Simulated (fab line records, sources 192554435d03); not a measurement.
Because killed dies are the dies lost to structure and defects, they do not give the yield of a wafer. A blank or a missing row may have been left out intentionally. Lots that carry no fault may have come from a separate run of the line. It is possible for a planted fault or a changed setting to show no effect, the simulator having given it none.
Matching of chambers :: flow n5-finfet :: N5_BEOL_M7_ALD_77 on ald-metal-03 has 4 sister chambers
The step deposits TaN, target thk 2 nm, pulse time 2 s, purge time 3 s. 14 wafers are shown with their chamber, then 7 later ones without.

## WAFERS PAIRED WITH THEIR CHAMBERS
wafer: L077.1
chamber: 2
heater-power-w (W): 382
precursor-vessel-pressure-torr (Torr): 26.19
precursor-vessel-carrier-sccm (sccm): 1000.6

wafer: L077.2
chamber: 1
heater-power-w (W): 434
precursor-vessel-pressure-torr (Torr): 26.26
precursor-vessel-carrier-sccm (sccm): 996.4

wafer: L077.3
chamber: 3
heater-power-w (W): 347
precursor-vessel-pressure-torr (Torr): 26.19
precursor-vessel-carrier-sccm (sccm): 1000.4

wafer: L087.2
chamber: 2
heater-power-w (W): 384
precursor-vessel-pressure-torr (Torr): 26.28
precursor-vessel-carrier-sccm (sccm): 999.6

wafer: L087.3
chamber: 1
heater-power-w (W): 431
precursor-vessel-pressure-torr (Torr): 26.15
precursor-vessel-carrier-sccm (sccm): 996.8

wafer: L087.4
chamber: 1
heater-power-w (W): 435
precursor-vessel-pressure-torr (Torr): 26.19
precursor-vessel-carrier-sccm (sccm): 995.3

wafer: L089.2
chamber: 1
heater-power-w (W): 437
precursor-vessel-pressure-torr (Torr): 26.21
precursor-vessel-carrier-sccm (sccm): 1002.6

wafer: L089.3
chamber: 2
heater-power-w (W): 395
precursor-vessel-pressure-torr (Torr): 26.21
precursor-vessel-carrier-sccm (sccm): 1005.1

wafer: L089.6
chamber: 2
heater-power-w (W): 400
precursor-vessel-pressure-torr (Torr): 26.22
precursor-vessel-carrier-sccm (sccm): 1006.5

wafer: L091.2
chamber: 3
heater-power-w (W): 341
precursor-vessel-pressure-torr (Torr): 26.23
precursor-vessel-carrier-sccm (sccm): 1000.1

wafer: L091.4
chamber: 0
heater-power-w (W): 396
precursor-vessel-pressure-torr (Torr): 26.31
precursor-vessel-carrier-sccm (sccm): 997.7

wafer: L091.5
chamber: 1
heater-power-w (W): 444
precursor-vessel-pressure-torr (Torr): 26.24
precursor-vessel-carrier-sccm (sccm): 999.0

wafer: L092.1
chamber: 2
heater-power-w (W): 398
precursor-vessel-pressure-torr (Torr): 26.18
precursor-vessel-carrier-sccm (sccm): 995.7

wafer: L092.4
chamber: 0
heater-power-w (W): 392
precursor-vessel-pressure-torr (Torr): 26.32
precursor-vessel-carrier-sccm (sccm): 999.7

SIGNATURES (means of the wafers above)
reading: heater-power-w
chamber 0: 394.00
chamber 1: 436.20
chamber 2: 391.80
chamber 3: 344.00
scatter within a chamber: 6.27

reading: precursor-vessel-pressure-torr
chamber 0: 26.3150
chamber 1: 26.2100
chamber 2: 26.2160
chamber 3: 26.2100
scatter within a chamber: 0.0379

reading: precursor-vessel-carrier-sccm
chamber 0: 998.700
chamber 1: 998.020
chamber 2: 1001.500
chamber 3: 1000.250
scatter within a chamber: 3.34
Rule: for a wafer and a chamber, the distance is found by dividing, reading by reading, the gap between the wafer's reading and the chamber's mean by the reading's scatter, squaring, summing and taking the root. If the next closest chamber is less than 2 further off than the closest, the wafer can't be placed; otherwise it belongs to the closest. How the scatter is found: for the shown wafers, subtract from each reading the mean of its chamber, square and add these, divide the total by (wafers less chambers), then take the root.

## WAFERS WHOSE CHAMBER IS MISSING
wafer: L092.6
heater-power-w (W): 433
precursor-vessel-pressure-torr (Torr): 26.27
precursor-vessel-carrier-sccm (sccm): 998.5

wafer: L093.1
heater-power-w (W): 396
precursor-vessel-pressure-torr (Torr): 26.27
precursor-vessel-carrier-sccm (sccm): 997.9

wafer: L093.3
heater-power-w (W): 440
precursor-vessel-pressure-torr (Torr): 26.25
precursor-vessel-carrier-sccm (sccm): 997.2

wafer: L093.5
heater-power-w (W): 392
precursor-vessel-pressure-torr (Torr): 26.17
precursor-vessel-carrier-sccm (sccm): 995.4

wafer: L094.1
heater-power-w (W): 401
precursor-vessel-pressure-torr (Torr): 26.27
precursor-vessel-carrier-sccm (sccm): 998.4

wafer: L094.2
heater-power-w (W): 341
precursor-vessel-pressure-torr (Torr): 26.25
precursor-vessel-carrier-sccm (sccm): 1001.6

wafer: L094.5
heater-power-w (W): 392
precursor-vessel-pressure-torr (Torr): 26.24
precursor-vessel-carrier-sccm (sccm): 1002.9

## WHICH CHAMBER EACH WENT THROUGH
wafer: L092.6
from the rows above: 1
in truth: 1

wafer: L093.1
from the rows above: can't be placed: 0 or 2
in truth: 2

wafer: L093.3
from the rows above: 1
in truth: 1

wafer: L093.5
from the rows above: can't be placed: 2 or 0
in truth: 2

wafer: L094.1
from the rows above: can't be placed: 0 or 2
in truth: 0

wafer: L094.2
from the rows above: 3
in truth: 3

wafer: L094.5
from the rows above: can't be placed: 2 or 0
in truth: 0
3 of 7 placed correctly. Can't be placed from these rows: 4 (the true chamber is among the candidates in 4). Wrongly placed: 0.
